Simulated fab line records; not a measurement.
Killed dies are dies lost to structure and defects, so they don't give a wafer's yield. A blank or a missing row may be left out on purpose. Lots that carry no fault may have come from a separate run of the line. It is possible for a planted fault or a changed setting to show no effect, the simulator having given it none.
Chamber matching + flow n5-finfet + N5_BEOL_M10_STRIP_67 on rie-diel-03: 4 sister chambers
The step strips in CF4. 20 wafers are shown with their chamber, then 10 later ones without.

## WAFERS, EACH WITH ITS CHAMBER
| wafer  | chamber | drypump-motor-current-A (A) | showerhead-plenum-p-Torr (Torr) | oes-product-au (a.u.) |
|--------|---------|-----------------------------|---------------------------------|-----------------------|
| L076.1 | 1       | 5.3                         | 1.83                            | 0.92                  |
| L076.4 | 3       | 5.6                         | 1.75                            | 0.86                  |
| L076.6 | 2       | 6.2                         | 1.70                            | 0.73                  |
| L077.2 | 2       | 6.2                         | 1.70                            | 0.72                  |
| L077.3 | 0       | 6.1                         | 1.73                            | 0.79                  |
| L077.5 | 1       | 5.3                         | 1.83                            | 0.90                  |
| L084.1 | 2       | 6.2                         | 1.70                            | 0.71                  |
| L084.2 | 3       | 5.6                         | 1.75                            | 0.84                  |
| L084.3 | 1       | 5.3                         | 1.83                            | 0.89                  |
| L085.1 | 0       | 6.1                         | 1.73                            | 0.77                  |
| L085.2 | 1       | 5.3                         | 1.83                            | 0.88                  |
| L085.3 | 2       | 6.2                         | 1.70                            | 0.71                  |
| L086.1 | 1       | 5.3                         | 1.83                            | 0.88                  |
| L086.2 | 3       | 5.6                         | 1.74                            | 0.82                  |
| L086.4 | 2       | 6.1                         | 1.70                            | 0.70                  |
| L089.2 | 2       | 6.2                         | 1.70                            | 0.70                  |
| L089.5 | 3       | 5.6                         | 1.74                            | 0.82                  |
| L089.6 | 2       | 6.2                         | 1.70                            | 0.70                  |
| L091.1 | 2       | 6.2                         | 1.70                            | 0.71                  |
| L091.2 | 1       | 5.3                         | 1.82                            | 0.86                  |

SIGNATURES (means of the wafers above)
| reading                  | chamber 0 | chamber 1 | chamber 2 | chamber 3 | scatter within a chamber |
|--------------------------|-----------|-----------|-----------|-----------|--------------------------|
| drypump-motor-current-A  | 6.100     | 5.300     | 6.188     | 5.600     | 0.0234                   |
| showerhead-plenum-p-Torr | 1.7300    | 1.8283    | 1.7000    | 1.7450    | 0.00339                  |
| oes-product-au           | 0.7800    | 0.8883    | 0.7100    | 0.8350    | 0.0162                   |
Rule: a wafer lies at a distance from a chamber equal to the root of the sum of squares, over the readings, of (its reading less the chamber's mean, divided by the reading's scatter). The wafer belongs to the nearest chamber; if the next one is less than 2 further off, it can't be placed. The scatter: take each reading less its chamber's mean, square it, sum over the shown wafers, divide by the number of wafers less the number of chambers, and take the root.

## WAFERS WITHOUT THEIR CHAMBER
| wafer  | drypump-motor-current-A (A) | showerhead-plenum-p-Torr (Torr) | oes-product-au (a.u.) |
|--------|-----------------------------|---------------------------------|-----------------------|
| L091.6 | 5.3                         | 1.82                            | 0.86                  |
| L093.2 | 6.1                         | 1.72                            | 0.75                  |
| L093.5 | 5.3                         | 1.82                            | 0.86                  |
| L093.6 | 6.1                         | 1.72                            | 0.76                  |
| L094.3 | 6.1                         | 1.72                            | 0.76                  |
| L094.4 | 6.2                         | 1.69                            | 0.70                  |
| L094.5 | 5.6                         | 1.74                            | 0.82                  |
| L097.1 | 6.1                         | 1.72                            | 0.75                  |
| L097.2 | 6.2                         | 1.69                            | 0.69                  |
| L097.5 | 6.2                         | 1.69                            | 0.69                  |

## WHICH CHAMBER EACH WENT THROUGH
| wafer  | from the rows above | in truth |
|--------|---------------------|----------|
| L091.6 | 1                   | 1        |
| L093.2 | 0                   | 0        |
| L093.5 | 1                   | 1        |
| L093.6 | 0                   | 0        |
| L094.3 | 0                   | 0        |
| L094.4 | 2                   | 2        |
| L094.5 | 3                   | 3        |
| L097.1 | 0                   | 0        |
| L097.2 | 2                   | 2        |
| L097.5 | 2                   | 2        |
10 of 10 placed correctly. Number that these rows cannot place: 0. 0 placed wrongly.
